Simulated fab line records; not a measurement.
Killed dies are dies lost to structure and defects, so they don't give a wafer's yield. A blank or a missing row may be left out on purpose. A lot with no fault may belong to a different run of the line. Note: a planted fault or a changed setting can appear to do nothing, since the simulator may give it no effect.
Chamber matching	flow n5Finfet	4 sister chambers for N5_BEOL_M2_ALD_98 on aldSin-04
The step deposits SiO2, target thk 2.5 nm, pulse time 1 s, co reactant pulse time 1 s. 16 wafers are shown with their chamber, then 8 later ones without.

WAFERS WITH THEIR CHAMBER
wafer	chamber	heaterPowerW (W)	precursorPulseHeightRel
L074.1	0	67	0.991
L074.3	1	76	1.018
L074.6	1	79	1.013
L075.1	2	61	1.019
L075.2	1	77	1.007
L075.3	0	67	0.998
L075.4	3	77	1.018
L075.5	0	66	0.984
L075.6	3	77	0.977
L081.3	0	65	1.006
L081.5	3	77	0.985
L081.6	2	60	1.024
L086.1	1	77	0.991
L086.2	3	78	0.982
L086.4	2	61	1.008
L088.2	1	78	1.006

SIGNATURES, as means of the wafers listed above
reading	chamber 0	chamber 1	chamber 2	chamber 3	scatter within a chamber
heaterPowerW	66.25	77.40	60.67	77.25	0.883
precursorPulseHeightRel	0.99475	1.00700	1.01700	0.99050	0.0124
Rule: for a wafer and a chamber, the distance is found by dividing, reading by reading, the gap between the wafer's reading and the chamber's mean by the reading's scatter, squaring, summing and taking the root. The wafer belongs to the nearest chamber; if the next one is less than 2 further off, it can't be placed. How the scatter is found: for the shown wafers, subtract from each reading the mean of its chamber, square and add these, divide the total by (wafers less chambers), then take the root.

WAFERS WITH NO CHAMBER GIVEN
wafer	heaterPowerW (W)	precursorPulseHeightRel
L088.3	66	1.002
L088.5	78	1.020
L092.1	61	1.021
L092.2	67	0.991
L092.4	79	0.987
L095.1	59	0.993
L095.2	66	0.996
L095.6	61	1.007

CHAMBER TAKEN BY EACH
wafer	from the rows above	in truth
L088.3	0	0
L088.5	can't be placed: 1 or 3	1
L092.1	2	2
L092.2	0	0
L092.4	can't be placed: 3 or 1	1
L095.1	2	2
L095.2	0	0
L095.6	2	2
Correctly placed: 6 of 8. Not placeable from these rows: 2 (in 2, the candidates include the true chamber). Placed wrongly: 0.
